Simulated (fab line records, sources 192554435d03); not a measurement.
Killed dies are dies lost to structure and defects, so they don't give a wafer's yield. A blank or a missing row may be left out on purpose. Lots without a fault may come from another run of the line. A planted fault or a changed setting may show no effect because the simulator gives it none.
Chamber matching | flow n5_finfet | N5_BEOL_M0_SAQP_ALD_48 on ald_sin-03: 4 sister chambers
The step deposits SiO2, target thk 20 nm, pulse time 1 s, co reactant pulse time 1 s. 18 wafers are shown with their chamber, then 9 later ones without.

WAFERS WITH THEIR CHAMBER
wafer  | chamber | heater_power_w (W) | precursor_pulse_height_rel
L075.1 | 2       | 86                 | 1.017
L075.5 | 3       | 85                 | 0.984
L075.6 | 2       | 86                 | 0.999
L078.1 | 0       | 81                 | 1.032
L078.2 | 1       | 82                 | 1.031
L078.6 | 0       | 81                 | 1.029
L079.1 | 1       | 82                 | 1.039
L079.2 | 2       | 85                 | 0.994
L079.3 | 0       | 82                 | 0.992
L079.4 | 3       | 81                 | 0.993
L079.5 | 3       | 80                 | 1.019
L079.6 | 0       | 82                 | 0.990
L080.3 | 1       | 81                 | 1.030
L080.4 | 3       | 82                 | 0.990
L080.6 | 2       | 85                 | 1.016
L086.2 | 3       | 81                 | 0.991
L086.4 | 1       | 81                 | 0.987
L086.6 | 2       | 86                 | 0.974

SIGNATURES (means of the wafers above)
reading                    | chamber 0 | chamber 1 | chamber 2 | chamber 3 | scatter within a chamber
heater_power_w             | 81.50     | 81.50     | 85.60     | 81.80     | 1.13
precursor_pulse_height_rel | 1.01075   | 1.02175   | 1.00000   | 0.99540   | 0.0193
Rule: a wafer's distance from a chamber is the root of the sum, over the readings, of the square of ((its reading less the chamber's mean) divided by the reading's scatter). The wafer belongs to the nearest chamber; if the next one is less than 2 further off, it can't be placed. The scatter: the root of (the sum of the squares of (reading less its chamber's mean) over the shown wafers, divided by (wafers less chambers)).

WAFERS WITHOUT THEIR CHAMBER
wafer  | heater_power_w (W) | precursor_pulse_height_rel
L091.2 | 86                 | 1.024
L091.4 | 83                 | 0.986
L091.6 | 80                 | 0.978
L092.3 | 84                 | 1.018
L092.4 | 82                 | 0.980
L092.5 | 84                 | 1.033
L093.1 | 83                 | 1.000
L093.2 | 84                 | 0.966
L093.5 | 85                 | 1.012

WHICH CHAMBER EACH WENT THROUGH
wafer  | from the rows above               | in truth
L091.2 | 2                                 | 2
L091.4 | can't be placed: 3 or 0 or 1 or 2 | 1
L091.6 | can't be placed: 3 or 0 or 1      | 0
L092.3 | can't be placed: 2 or 1 or 0 or 3 | 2
L092.4 | can't be placed: 3 or 0 or 1      | 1
L092.5 | can't be placed: 2 or 1 or 0 or 3 | 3
L093.1 | can't be placed: 3 or 0 or 1 or 2 | 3
L093.2 | can't be placed: 2 or 3 or 0 or 1 | 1
L093.5 | 2                                 | 2
Placed correctly: 2 of 9. Can't be placed from these rows: 7 (the true chamber is among the candidates in 7). Placed wrongly: 0.
